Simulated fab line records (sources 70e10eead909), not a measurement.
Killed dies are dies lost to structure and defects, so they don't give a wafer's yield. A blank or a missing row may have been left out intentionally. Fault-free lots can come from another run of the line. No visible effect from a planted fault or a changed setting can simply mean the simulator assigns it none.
Matching of chambers || flow nand-harc || NHARC_A_M0_STRIP_18 on rie-diel-12: 4 sister chambers
The step strips in N2/H2. 14 wafers are shown with their chamber, then 7 later ones without.

WAFERS, EACH WITH ITS CHAMBER
{"wafer": "L074.1", "chamber": 3, "drypump-motor-current-A (A)": 6.3, "rf-vpp-V (V)": 90.8, "oes-product-au (a.u.)": 0.997}
{"wafer": "L074.2", "chamber": 0, "drypump-motor-current-A (A)": 6.0, "rf-vpp-V (V)": 90.0, "oes-product-au (a.u.)": 1.004}
{"wafer": "L074.3", "chamber": 2, "drypump-motor-current-A (A)": 5.9, "rf-vpp-V (V)": 91.6, "oes-product-au (a.u.)": 0.992}
{"wafer": "L076.1", "chamber": 2, "drypump-motor-current-A (A)": 5.8, "rf-vpp-V (V)": 89.9, "oes-product-au (a.u.)": 1.008}
{"wafer": "L076.4", "chamber": 1, "drypump-motor-current-A (A)": 5.4, "rf-vpp-V (V)": 89.7, "oes-product-au (a.u.)": 1.000}
{"wafer": "L076.5", "chamber": 2, "drypump-motor-current-A (A)": 5.8, "rf-vpp-V (V)": 89.3, "oes-product-au (a.u.)": 0.999}
{"wafer": "L083.1", "chamber": 1, "drypump-motor-current-A (A)": 5.3, "rf-vpp-V (V)": 90.3, "oes-product-au (a.u.)": 1.004}
{"wafer": "L083.2", "chamber": 3, "drypump-motor-current-A (A)": 6.2, "rf-vpp-V (V)": 91.8, "oes-product-au (a.u.)": 1.022}
{"wafer": "L083.6", "chamber": 0, "drypump-motor-current-A (A)": 6.0, "rf-vpp-V (V)": 90.6, "oes-product-au (a.u.)": 1.002}
{"wafer": "L082.1", "chamber": 0, "drypump-motor-current-A (A)": 6.1, "rf-vpp-V (V)": 90.6, "oes-product-au (a.u.)": 1.006}
{"wafer": "L082.2", "chamber": 3, "drypump-motor-current-A (A)": 6.2, "rf-vpp-V (V)": 91.6, "oes-product-au (a.u.)": 1.013}
{"wafer": "L082.3", "chamber": 1, "drypump-motor-current-A (A)": 5.3, "rf-vpp-V (V)": 88.8, "oes-product-au (a.u.)": 1.011}
{"wafer": "L091.2", "chamber": 0, "drypump-motor-current-A (A)": 6.0, "rf-vpp-V (V)": 90.2, "oes-product-au (a.u.)": 0.998}
{"wafer": "L091.3", "chamber": 1, "drypump-motor-current-A (A)": 5.3, "rf-vpp-V (V)": 91.0, "oes-product-au (a.u.)": 0.996}

SIGNATURES (averages over the wafers above)
{"reading": "drypump-motor-current-A", "chamber 0": 6.025, "chamber 1": 5.325, "chamber 2": 5.833, "chamber 3": 6.233, "scatter within a chamber": 0.0532}
{"reading": "rf-vpp-V", "chamber 0": 90.350, "chamber 1": 89.950, "chamber 2": 90.267, "chamber 3": 91.400, "scatter within a chamber": 0.793}
{"reading": "oes-product-au", "chamber 0": 1.00250, "chamber 1": 1.00275, "chamber 2": 0.99967, "chamber 3": 1.01067, "scatter within a chamber": 0.00779}
Rule: for a wafer and a chamber, the distance is found by dividing, reading by reading, the gap between the wafer's reading and the chamber's mean by the reading's scatter, squaring, summing and taking the root. If the next closest chamber is less than 2 further off than the closest, the wafer can't be placed; otherwise it belongs to the closest. The scatter: take each reading less its chamber's mean, square it, sum over the shown wafers, divide by the number of wafers less the number of chambers, and take the root.

WAFERS WITHOUT THEIR CHAMBER
{"wafer": "L091.4", "drypump-motor-current-A (A)": 5.8, "rf-vpp-V (V)": 90.5, "oes-product-au (a.u.)": 1.008}
{"wafer": "L096.1", "drypump-motor-current-A (A)": 6.0, "rf-vpp-V (V)": 90.1, "oes-product-au (a.u.)": 0.997}
{"wafer": "L096.2", "drypump-motor-current-A (A)": 6.2, "rf-vpp-V (V)": 90.7, "oes-product-au (a.u.)": 1.005}
{"wafer": "L096.5", "drypump-motor-current-A (A)": 6.3, "rf-vpp-V (V)": 89.9, "oes-product-au (a.u.)": 1.001}
{"wafer": "L097.2", "drypump-motor-current-A (A)": 6.0, "rf-vpp-V (V)": 90.5, "oes-product-au (a.u.)": 1.000}
{"wafer": "L097.3", "drypump-motor-current-A (A)": 5.3, "rf-vpp-V (V)": 88.6, "oes-product-au (a.u.)": 0.997}
{"wafer": "L097.4", "drypump-motor-current-A (A)": 6.2, "rf-vpp-V (V)": 88.7, "oes-product-au (a.u.)": 1.005}

WHICH CHAMBER EACH ONE RAN IN
{"wafer": "L091.4", "from the rows above": 2, "in truth": 2}
{"wafer": "L096.1", "from the rows above": 0, "in truth": 0}
{"wafer": "L096.2", "from the rows above": 3, "in truth": 3}
{"wafer": "L096.5", "from the rows above": 3, "in truth": 3}
{"wafer": "L097.2", "from the rows above": 0, "in truth": 0}
{"wafer": "L097.3", "from the rows above": 1, "in truth": 1}
{"wafer": "L097.4", "from the rows above": "can't be placed: 3 or 0", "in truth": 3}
Correct placement for 6 of the 7. Can't be placed from these rows: 1 (the true chamber is among the candidates in 1). Wrongly placed: 0.
